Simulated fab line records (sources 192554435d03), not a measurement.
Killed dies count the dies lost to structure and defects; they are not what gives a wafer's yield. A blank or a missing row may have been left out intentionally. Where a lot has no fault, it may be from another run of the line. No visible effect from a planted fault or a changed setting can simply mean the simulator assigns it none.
Chamber matching :: flow n5-finfet :: pecvd-03 running N5_BEOL_M4_PECVD_72: 3 sister chambers
The step deposits SiO2 from TEOS/O2, target thk 16 nm, time 18 s. 27 wafers are shown with their chamber, then 12 later ones without.

EACH WAFER AND ITS CHAMBER
wafer: L074.2
chamber: 0
throttle-valve-pct (%): 22.1
showerhead-plenum-p-Torr (Torr): 8.88
heater-power-w (W): 629

wafer: L074.5
chamber: 0
throttle-valve-pct (%): 22.3
showerhead-plenum-p-Torr (Torr): 8.90
heater-power-w (W): 627

wafer: L074.6
chamber: 1
throttle-valve-pct (%): 22.6
showerhead-plenum-p-Torr (Torr): 8.86
heater-power-w (W): 670

wafer: L075.3
chamber: 1
throttle-valve-pct (%): 23.0
showerhead-plenum-p-Torr (Torr): 8.87
heater-power-w (W): 627

wafer: L075.4
chamber: 2
throttle-valve-pct (%): 21.7
showerhead-plenum-p-Torr (Torr): 8.74
heater-power-w (W): 794

wafer: L075.5
chamber: 0
throttle-valve-pct (%): 22.2
showerhead-plenum-p-Torr (Torr): 8.89
heater-power-w (W): 565

wafer: L079.1
chamber: 2
throttle-valve-pct (%): 21.5
showerhead-plenum-p-Torr (Torr): 8.74
heater-power-w (W): 758

wafer: L079.4
chamber: 2
throttle-valve-pct (%): 21.7
showerhead-plenum-p-Torr (Torr): 8.74
heater-power-w (W): 761

wafer: L079.6
chamber: 0
throttle-valve-pct (%): 22.1
showerhead-plenum-p-Torr (Torr): 8.88
heater-power-w (W): 651

wafer: L080.1
chamber: 2
throttle-valve-pct (%): 21.7
showerhead-plenum-p-Torr (Torr): 8.74
heater-power-w (W): 777

wafer: L080.3
chamber: 0
throttle-valve-pct (%): 22.3
showerhead-plenum-p-Torr (Torr): 8.88
heater-power-w (W): 544

wafer: L080.6
chamber: 1
throttle-valve-pct (%): 22.9
showerhead-plenum-p-Torr (Torr): 8.89
heater-power-w (W): 551

wafer: L078.1
chamber: 0
throttle-valve-pct (%): 22.2
showerhead-plenum-p-Torr (Torr): 8.87
heater-power-w (W): 672

wafer: L078.3
chamber: 1
throttle-valve-pct (%): 23.0
showerhead-plenum-p-Torr (Torr): 8.88
heater-power-w (W): 585

wafer: L078.6
chamber: 2
throttle-valve-pct (%): 21.6
showerhead-plenum-p-Torr (Torr): 8.74
heater-power-w (W): 833

wafer: L082.1
chamber: 0
throttle-valve-pct (%): 22.2
showerhead-plenum-p-Torr (Torr): 8.88
heater-power-w (W): 666

wafer: L082.4
chamber: 1
throttle-valve-pct (%): 23.1
showerhead-plenum-p-Torr (Torr): 8.86
heater-power-w (W): 574

wafer: L082.6
chamber: 2
throttle-valve-pct (%): 21.7
showerhead-plenum-p-Torr (Torr): 8.78
heater-power-w (W): 819

wafer: L084.3
chamber: 0
throttle-valve-pct (%): 22.2
showerhead-plenum-p-Torr (Torr): 8.87
heater-power-w (W): 654

wafer: L084.5
chamber: 1
throttle-valve-pct (%): 23.0
showerhead-plenum-p-Torr (Torr): 8.88
heater-power-w (W): 616

wafer: L084.6
chamber: 0
throttle-valve-pct (%): 22.1
showerhead-plenum-p-Torr (Torr): 8.91
heater-power-w (W): 652

wafer: L085.2
chamber: 0
throttle-valve-pct (%): 22.3
showerhead-plenum-p-Torr (Torr): 8.90
heater-power-w (W): 559

wafer: L085.4
chamber: 2
throttle-valve-pct (%): 21.7
showerhead-plenum-p-Torr (Torr): 8.75
heater-power-w (W): 696

wafer: L085.6
chamber: 1
throttle-valve-pct (%): 22.8
showerhead-plenum-p-Torr (Torr): 8.87
heater-power-w (W): 599

wafer: L086.1
chamber: 0
throttle-valve-pct (%): 22.2
showerhead-plenum-p-Torr (Torr): 8.89
heater-power-w (W): 662

wafer: L086.2
chamber: 1
throttle-valve-pct (%): 23.0
showerhead-plenum-p-Torr (Torr): 8.90
heater-power-w (W): 631

wafer: L086.4
chamber: 0
throttle-valve-pct (%): 22.3
showerhead-plenum-p-Torr (Torr): 8.90
heater-power-w (W): 635

SIGNATURES, as means of the wafers listed above
reading: throttle-valve-pct
chamber 0: 22.208
chamber 1: 22.925
chamber 2: 21.657
scatter within a chamber: 0.108

reading: showerhead-plenum-p-Torr
chamber 0: 8.8875
chamber 1: 8.8763
chamber 2: 8.7471
scatter within a chamber: 0.0138

reading: heater-power-w
chamber 0: 626.33
chamber 1: 606.62
chamber 2: 776.86
scatter within a chamber: 43
Rule: for a wafer and a chamber, the distance is found by dividing, reading by reading, the gap between the wafer's reading and the chamber's mean by the reading's scatter, squaring, summing and taking the root. If the next closest chamber is less than 2 further off than the closest, the wafer can't be placed; otherwise it belongs to the closest. How the scatter is found: for the shown wafers, subtract from each reading the mean of its chamber, square and add these, divide the total by (wafers less chambers), then take the root.

WAFERS MISSING THEIR CHAMBER
wafer: L087.2
throttle-valve-pct (%): 23.3
showerhead-plenum-p-Torr (Torr): 8.86
heater-power-w (W): 620

wafer: L087.5
throttle-valve-pct (%): 22.2
showerhead-plenum-p-Torr (Torr): 8.89
heater-power-w (W): 644

wafer: L087.6
throttle-valve-pct (%): 23.0
showerhead-plenum-p-Torr (Torr): 8.86
heater-power-w (W): 611

wafer: L088.2
throttle-valve-pct (%): 22.9
showerhead-plenum-p-Torr (Torr): 8.91
heater-power-w (W): 653

wafer: L088.3
throttle-valve-pct (%): 22.4
showerhead-plenum-p-Torr (Torr): 8.87
heater-power-w (W): 615

wafer: L088.5
throttle-valve-pct (%): 22.3
showerhead-plenum-p-Torr (Torr): 8.91
heater-power-w (W): 592

wafer: L094.2
throttle-valve-pct (%): 21.7
showerhead-plenum-p-Torr (Torr): 8.74
heater-power-w (W): 699

wafer: L094.3
throttle-valve-pct (%): 22.3
showerhead-plenum-p-Torr (Torr): 8.90
heater-power-w (W): 685

wafer: L094.4
throttle-valve-pct (%): 21.7
showerhead-plenum-p-Torr (Torr): 8.75
heater-power-w (W): 692

wafer: L095.1
throttle-valve-pct (%): 21.8
showerhead-plenum-p-Torr (Torr): 8.74
heater-power-w (W): 694

wafer: L095.3
throttle-valve-pct (%): 23.1
showerhead-plenum-p-Torr (Torr): 8.86
heater-power-w (W): 640

wafer: L095.4
throttle-valve-pct (%): 22.2
showerhead-plenum-p-Torr (Torr): 8.88
heater-power-w (W): 589

CHAMBER TAKEN BY EACH
wafer: L087.2
from the rows above: 1
in truth: 1

wafer: L087.5
from the rows above: 0
in truth: 0

wafer: L087.6
from the rows above: 1
in truth: 1

wafer: L088.2
from the rows above: 1
in truth: 1

wafer: L088.3
from the rows above: 0
in truth: 0

wafer: L088.5
from the rows above: 0
in truth: 0

wafer: L094.2
from the rows above: 2
in truth: 2

wafer: L094.3
from the rows above: 0
in truth: 0

wafer: L094.4
from the rows above: 2
in truth: 2

wafer: L095.1
from the rows above: 2
in truth: 2

wafer: L095.3
from the rows above: 1
in truth: 1

wafer: L095.4
from the rows above: 0
in truth: 0
Correct placement for 12 of the 12. Can't be placed from these rows: 0. Number placed wrongly: 0.
